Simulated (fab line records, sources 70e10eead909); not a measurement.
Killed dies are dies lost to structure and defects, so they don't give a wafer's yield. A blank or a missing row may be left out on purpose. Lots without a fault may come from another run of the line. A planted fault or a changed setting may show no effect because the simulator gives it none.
Chamber matching | flow nand_harc | NHARC_A_DECK1_JOINT_ETCHBACK_00 on rie_si-02: 4 sister chambers
The step etches the open film in HBr, target depth 30 nm, time 17.4 s. 16 wafers are shown with their chamber, then 8 later ones without.

WAFERS WITH THEIR CHAMBER
wafer  | chamber | drypump_motor_current_A (A) | oes_product_au (a.u.) | throttle_valve_pct (%)
L523.2 | 1       | 5.4                         | 0.992                 | 23.264
L523.3 | 3       | 6.3                         | 0.982                 | 23.275
L523.6 | 2       | 5.3                         | 1.000                 | 23.265
L525.1 | 3       | 6.3                         | 0.976                 | 23.262
L525.5 | 1       | 5.4                         | 0.990                 | 23.276
L525.6 | 0       | 5.4                         | 1.004                 | 23.272
L528.2 | 0       | 5.4                         | 0.991                 | 23.239
L528.3 | 1       | 5.4                         | 0.994                 | 23.265
L528.6 | 0       | 5.4                         | 0.991                 | 23.264
L529.1 | 3       | 6.3                         | 0.998                 | 23.276
L529.2 | 1       | 5.4                         | 1.003                 | 23.276
L529.6 | 1       | 5.4                         | 0.996                 | 23.270
L531.2 | 2       | 5.4                         | 1.001                 | 23.257
L531.3 | 1       | 5.4                         | 0.997                 | 23.258
L531.6 | 2       | 5.4                         | 1.015                 | 23.270
L530.1 | 1       | 5.4                         | 1.005                 | 23.245

SIGNATURES (means of the wafers above)
reading                 | chamber 0 | chamber 1 | chamber 2 | chamber 3 | scatter within a chamber
drypump_motor_current_A | 5.400     | 5.400     | 5.367     | 6.300     | 0.0236
oes_product_au          | 0.99533   | 0.99671   | 1.00533   | 0.98533   | 0.00761
throttle_valve_pct      | 23.25833  | 23.26486  | 23.26400  | 23.27100  | 0.0112
Rule: a wafer's distance from a chamber is the root of the sum, over the readings, of the square of ((its reading less the chamber's mean) divided by the reading's scatter). The wafer belongs to the nearest chamber; if the next one is less than 2 further off, it can't be placed. The scatter: the root of (the sum of the squares of (reading less its chamber's mean) over the shown wafers, divided by (wafers less chambers)).

WAFERS WITHOUT THEIR CHAMBER
wafer  | drypump_motor_current_A (A) | oes_product_au (a.u.) | throttle_valve_pct (%)
L530.3 | 5.3                         | 0.998                 | 23.261
L530.5 | 5.3                         | 0.996                 | 23.267
L541.1 | 5.4                         | 1.017                 | 23.275
L541.3 | 5.3                         | 1.012                 | 23.256
L541.4 | 5.4                         | 0.993                 | 23.278
L545.2 | 5.4                         | 0.984                 | 23.265
L545.3 | 6.3                         | 0.992                 | 23.278
L545.6 | 5.4                         | 0.998                 | 23.270

WHICH CHAMBER EACH WENT THROUGH
wafer  | from the rows above          | in truth
L530.3 | can't be placed: 2 or 1 or 0 | 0
L530.5 | can't be placed: 2 or 1 or 0 | 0
L541.1 | can't be placed: 2 or 1 or 0 | 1
L541.3 | can't be placed: 2 or 1 or 0 | 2
L541.4 | can't be placed: 1 or 0 or 2 | 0
L545.2 | can't be placed: 0 or 1 or 2 | 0
L545.3 | 3                            | 3
L545.6 | can't be placed: 1 or 0 or 2 | 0
Placed correctly: 1 of 8. Can't be placed from these rows: 7 (the true chamber is among the candidates in 7). Placed wrongly: 0.
